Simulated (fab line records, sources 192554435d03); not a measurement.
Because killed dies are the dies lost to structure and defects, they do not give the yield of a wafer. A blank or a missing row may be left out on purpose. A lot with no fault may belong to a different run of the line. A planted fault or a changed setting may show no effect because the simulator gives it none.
Chamber matching ; flow n5Finfet ; N5_PMOS_HMC_CHANNEL_EPI_ETCH_38 on rieSi-05: 4 sister chambers
The step etches SiO2 in CF4, target depth 1.5 nm. 18 wafers are shown with their chamber, then 9 later ones without.

== WAFERS PAIRED WITH THEIR CHAMBERS ==
wafer;chamber;throttleValvePct (%);oesProductAu (a.u.)
L075.1;0;21.50;0.998
L075.5;0;21.51;1.006
L075.6;1;21.67;0.972
L079.2;1;21.68;0.955
L079.4;2;22.12;0.973
L079.6;3;21.77;0.995
L081.1;3;21.78;0.995
L081.2;2;22.14;0.979
L081.5;3;21.78;0.982
L088.2;0;21.51;0.994
L088.4;1;21.69;0.966
L088.6;0;21.52;1.004
L091.1;1;21.67;0.967
L091.2;3;21.79;1.005
L091.6;2;22.12;0.964
L093.2;1;21.69;0.967
L093.4;3;21.79;1.000
L093.5;0;21.54;1.003

SIGNATURES, as means of the wafers listed above
reading;chamber 0;chamber 1;chamber 2;chamber 3;scatter within a chamber
throttleValvePct;21.5160;21.6800;22.1267;21.7820;0.0115
oesProductAu;1.00100;0.96540;0.97200;0.99540;0.00687
Rule: for each reading, subtract the chamber's mean from the wafer's reading, divide by that reading's scatter and square the result; add these up over the readings and take the root, which gives the wafer's distance from the chamber. The wafer belongs to the nearest chamber; if the next one is less than 2 further off, it can't be placed. How the scatter is found: for the shown wafers, subtract from each reading the mean of its chamber, square and add these, divide the total by (wafers less chambers), then take the root.

== WAFERS WITH NO CHAMBER GIVEN ==
wafer;throttleValvePct (%);oesProductAu (a.u.)
L094.1;21.67;0.964
L094.2;21.51;1.010
L094.4;21.76;0.989
L095.1;21.68;0.969
L095.4;22.13;0.981
L095.5;21.78;1.006
L097.1;21.67;0.958
L097.2;21.79;0.988
L097.6;22.12;0.979

== EACH ONE'S CHAMBER ==
wafer;from the rows above;in truth
L094.1;1;1
L094.2;0;0
L094.4;3;3
L095.1;1;1
L095.4;2;2
L095.5;3;3
L097.1;1;1
L097.2;3;3
L097.6;2;2
Placed correctly: 9 of 9. From these rows, 0 cannot be placed. Placed wrongly: 0.
